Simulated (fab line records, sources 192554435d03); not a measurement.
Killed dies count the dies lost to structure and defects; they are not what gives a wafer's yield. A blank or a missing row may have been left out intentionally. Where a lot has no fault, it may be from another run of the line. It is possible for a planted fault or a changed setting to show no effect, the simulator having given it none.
Chamber matching :: flow n5 finfet :: uv cure-03 running N5_BEOL_M5_CURE_80: 3 sister chambers
The step cures SiCOH lowk, time 120 s. 6 wafers are shown with their chamber, then 8 later ones without.

## WAFERS PAIRED WITH THEIR CHAMBERS
wafer: L076.6
chamber: 0
wafer_temp_C_max: 371.4
lamp power pct (%): 52.30

wafer: L077.3
chamber: 1
wafer_temp_C_max: 371.4
lamp power pct (%): 52.26

wafer: L077.4
chamber: 1
wafer_temp_C_max: 371.5
lamp power pct (%): 52.31

wafer: L079.4
chamber: 2
wafer_temp_C_max: 372.9
lamp power pct (%): 52.30

wafer: L079.6
chamber: 2
wafer_temp_C_max: 372.4
lamp power pct (%): 52.29

wafer: L087.1
chamber: 0
wafer_temp_C_max: 371.7
lamp power pct (%): 52.27

## WAFERS WITHOUT THEIR CHAMBER
wafer: L087.3
wafer_temp_C_max: 371.8
lamp power pct (%): 52.31

wafer: L087.5
wafer_temp_C_max: 371.5
lamp power pct (%): 52.34

wafer: L090.1
wafer_temp_C_max: 372.7
lamp power pct (%): 52.33

wafer: L090.4
wafer_temp_C_max: 372.2
lamp power pct (%): 52.39

wafer: L090.6
wafer_temp_C_max: 372.5
lamp power pct (%): 52.24

wafer: L096.4
wafer_temp_C_max: 372.0
lamp power pct (%): 52.25

wafer: L096.5
wafer_temp_C_max: 371.9
lamp power pct (%): 52.35

wafer: L096.6
wafer_temp_C_max: 371.5
lamp power pct (%): 52.34

## WHICH CHAMBER EACH WENT THROUGH
wafer: L087.3
from the rows above: can't be placed: 0 or 1
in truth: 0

wafer: L087.5
from the rows above: can't be placed: 0 or 1
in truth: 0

wafer: L090.1
from the rows above: 2
in truth: 2

wafer: L090.4
from the rows above: can't be placed: 2 or 0 or 1
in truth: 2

wafer: L090.6
from the rows above: can't be placed: 2 or 0
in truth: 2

wafer: L096.4
from the rows above: can't be placed: 0 or 1 or 2
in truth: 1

wafer: L096.5
from the rows above: can't be placed: 0 or 1 or 2
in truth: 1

wafer: L096.6
from the rows above: can't be placed: 0 or 1
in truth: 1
1 of 8 placed correctly. These rows do not allow placing 7 (true chamber among the candidates in 7). Number placed wrongly: 0.
How it was worked out, from the rows above alone: a wafer's distance from a chamber is the root of the sum, over the readings, of the square of ((its reading less the chamber's mean) divided by the reading's scatter). If the next closest chamber is less than 2 further off than the closest, the wafer can't be placed; otherwise it belongs to the closest. A chamber's mean is the mean of its shown wafers. How the scatter is found: for the shown wafers, subtract from each reading the mean of its chamber, square and add these, divide the total by (wafers less chambers), then take the root.
